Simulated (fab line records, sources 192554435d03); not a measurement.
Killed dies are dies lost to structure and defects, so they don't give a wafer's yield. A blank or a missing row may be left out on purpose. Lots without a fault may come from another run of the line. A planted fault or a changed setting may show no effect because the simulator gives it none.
A struck lot beside a sound one | flow n5_finfet | 42 steps out of a route of 1938
Sound: wafers L339.1, L339.5, L339.6. Struck: wafer L345.6. (L345.3 of the same lot was not struck and is left out.) The cause comes at the end.
At each step with rows: each side's tool, then ch and its chambers, then its first start. Under that, the readings that differ: sound wafers | struck wafers | difference of the means | sigmas: that difference in standard deviations of wafers without a fault.
alike: readings whose means differ by less than 2 such deviations, and words and numbers that are the same on both sides. not compared: withheld readings, readings that some wafer has no value for, bounds like >300 that may hide the same value, and numbers for which the record gives no deviation and whose values overlap.
The two part at a step that has a row with sigmas, a row that says differs or no value, or rows on one side only. Numbers that don't overlap but have no deviation are shown without sigmas and don't part them. A reading that every wafer of one side lacks parts them only if that side has two wafers or more.

first, 2 steps without rows for these wafers: N5_STI_FIN_REVEAL_PRECLEAN_18 (cleans in SC2, time 45 s); N5_STI_FIN_REVEAL_SRD_28 (time 30 s).
N5_STI_FIN_REVEAL_INSPECT_13: inspects for defects (darkfield).
  sound on defect_inspect-01, day 4 06:52; struck on defect_inspect-02, day 5 19:37
  alike: raw_defect_count
then, 7 steps without rows for these wafers: N5_DUMMY_GATE_PRECLEAN_00 (cleans in O3/DIW, time 60 s); N5_DUMMY_GATE_SRD_01 (time 30 s); N5_DUMMY_GATE_ALD_02 (deposits SiO2, target thk 2 nm, pulse time 1 s); N5_DUMMY_GATE_CVD_03 (deposits a-Si from SiH4, target thk 150 nm, time 8042 s); N5_DUMMY_GATE_PRECLEAN_46 (cleans in DIW, time 89.5 s); N5_DUMMY_GATE_SRD_47 (dry time 32 s); N5_DUMMY_GATE_CMP_04 (polishes a-Si).
N5_DUMMY_GATE_THK_MEAS_05:
  sound on film_metro-01, day 4 12:53; struck on film_metro-01, day 5 23:48
  reading     | sound          | struck | difference | sigmas
  thk_nm (nm) | 73.4 69.4 71.0 | 74.0   | +2.7       | +2
then, 1 step without rows for these wafers: N5_DUMMY_GATE_HM_DEP_06 (deposits SiNx from DCS/NH3, target thk 80 nm, time 5141 s).
N5_DUMMY_GATE_PECVD_30: deposits SiO2 from TEOS/O2, target thk 55 nm, time 10.8 s.
  sound on pecvd-02 ch 0,1,2, day 4 16:50; struck on pecvd-02 ch 2, day 6 03:47
  reading                                       | sound        | struck | difference | sigmas
  model.SiO2_of_DUMMY_GATE_PECVD_30.thk_nm (nm) | 54.6 54.6 56 | 27.4   | -27.7      |
  not compared: since_wet_clean_h
then, 9 steps without rows for these wafers: N5_DUMMY_GATE_COAT_34 (time 60 s, resist thk 60 nm); N5_DUMMY_GATE_COAT_35 (time 60 s, resist thk 10 nm); N5_DUMMY_GATE_COAT_28 (time 60 s, resist thk 10 nm); N5_DUMMY_GATE_COAT_09 (resist thk 30 nm); N5_DUMMY_GATE_EBR_11; N5_DUMMY_GATE_SOFTBAKE_10 (time 60 s); N5_DUMMY_GATE_EXPOSE_12 (exposes mask GATE, target cd 25 nm); N5_DUMMY_GATE_PEB_13 (peb time 60 s); N5_DUMMY_GATE_DEVELOP_14 (develop time 30 s).
N5_DUMMY_GATE_CD_MEAS_15: target cd 25.8 nm.
  sound on cd_sem-01 ch 0, day 4 17:10; struck on cd_sem-03 ch 0, day 6 04:07
  alike: cd_nm
N5_DUMMY_GATE_OVL_MEAS_16:
  sound on overlay-02 ch 0, day 4 17:13; struck on overlay-01 ch 0, day 6 04:09
  alike: GATE_OVL
N5_DUMMY_GATE_INSPECT_17: inspects for defects (brightfield).
  sound on defect_inspect-02, day 4 17:16; struck on defect_inspect-01, day 6 04:12
  alike: raw_defect_count
then, 6 steps without rows for these wafers: N5_DUMMY_GATE_DESCUM_20 (chemistry O2, time 6.2 s); N5_DUMMY_GATE_ETCH_29 (etches underlayer in N2/H2, target depth 13 nm); N5_DUMMY_GATE_ETCH_36 (etches SiARC in CF4, target depth 13 nm); N5_DUMMY_GATE_ETCH_37 (etches SOC in N2/H2, target depth 60 nm, overetch 30 nm); N5_DUMMY_GATE_STRIP_38 (strips in N2/H2); N5_DUMMY_GATE_STRIP_39 (strips in N2/H2).
N5_DUMMY_GATE_TRIM_49: chemistry O2, time 29 s, target cd 14 nm.
  sound on rie_si-04 ch 1,2,3, day 4 17:31; struck on rie_si-05 ch 0, day 6 04:40
  alike: O2_flow_sccm, drypump_motor_current_A, oes_product_au, throttle_valve_pct
  not compared: rf_hours_counter_h
then, 1 step without rows for these wafers: N5_DUMMY_GATE_STRIP_40 (strips in CF4).
N5_DUMMY_GATE_CD_MEAS_50: target cd 14 nm.
  sound on cd_sem-02, day 4 17:40; struck on cd_sem-02, day 6 04:50
  alike: cd_nm
N5_DUMMY_GATE_ETCH_31: etches SiO2 in C4F6/O2, target depth 82.5 nm, time 27.5 s.
  sound on rie_diel-06 ch 0,1,3, day 4 17:43; struck on rie_diel-02 ch 1, day 6 04:52
  alike: O2_flow_sccm, drypump_motor_current_A, oes_product_au, rf_vpp_V, showerhead_plenum_p_Torr, throttle_valve_pct
  not compared: rf_hours_counter_h
N5_DUMMY_GATE_STRIP_41: strips in O2.
  sound on rie_diel-06 ch 0,1,3, day 4 17:46; struck on rie_diel-02 ch 1, day 6 04:55
  reading                | sound             | struck | difference | sigmas
  o2_flow_sccm (sccm)    | 224.2 223.9 224.6 | 226.1  | +1.9       | +3
  throttle_valve_pct (%) | 16.58 16.84 16.68 | 16.35  | -0.35      | -2
  alike: drypump_motor_current_A, oes_product_au, rf_vpp_V, showerhead_plenum_p_Torr
  not compared: rf_hours_counter_h
then, 1 step without rows for these wafers: N5_DUMMY_GATE_HM_OPEN_21 (chemistry CH3F/O2, target SiNx, target depth 120 nm, time 171.4 s).
N5_DUMMY_GATE_ETCH_32: etches SiO2 in CF4, target depth 3.5 nm, time 3.9 s.
  sound on rie_si-03 ch 1,2,3, day 4 17:58; struck on rie_si-04 ch 1, day 6 05:07
  alike: drypump_motor_current_A, oes_product_au, throttle_valve_pct
  not compared: rf_hours_counter_h
N5_DUMMY_GATE_ETCH_23: etches poly-Si in HBr/Cl2/O2, target depth 41 nm, time 22.3 s.
  sound on rie_si-03 ch 1,2,3, day 4 18:00; struck on rie_si-04 ch 1, day 6 05:09
  alike: O2_flow_sccm, drypump_motor_current_A, oes_product_au, throttle_valve_pct
  not compared: rf_hours_counter_h
N5_DUMMY_GATE_ETCH_44: etches poly-Si in HBr/O2, stops on SiO2, target depth 127.5 nm.
  sound on rie_si-03 ch 1,2,3, day 4 18:04; struck on rie_si-04 ch 1, day 6 05:13
  reading                                       | sound             | struck | difference | sigmas
  oes_product_au (a.u.)                         | 0.743 0.703 0.705 | 0.759  | +0.042     | +3
  model.SiO2_of_DUMMY_GATE_PECVD_30.thk_nm (nm) | 37.2 38 39.6      | 9.8    | -28.5      |
  alike: O2_flow_sccm, drypump_motor_current_A, throttle_valve_pct
  not compared: rf_hours_counter_h
N5_DUMMY_GATE_CD_MEAS_24: target cd 15 nm.
  sound on cd_sem-02, day 4 18:10; struck on cd_sem-02, day 6 05:19
  alike: cd_nm
N5_PASSIVATION_PROBE_49:
  the record has rows for the sound wafers here (prober-01, day 16 17:59) and none for the struck ones

WHERE THEY PART
First at N5_DUMMY_GATE_THK_MEAS_05; last, within this record, at N5_PASSIVATION_PROBE_49.

WHY: what the simulator had put in
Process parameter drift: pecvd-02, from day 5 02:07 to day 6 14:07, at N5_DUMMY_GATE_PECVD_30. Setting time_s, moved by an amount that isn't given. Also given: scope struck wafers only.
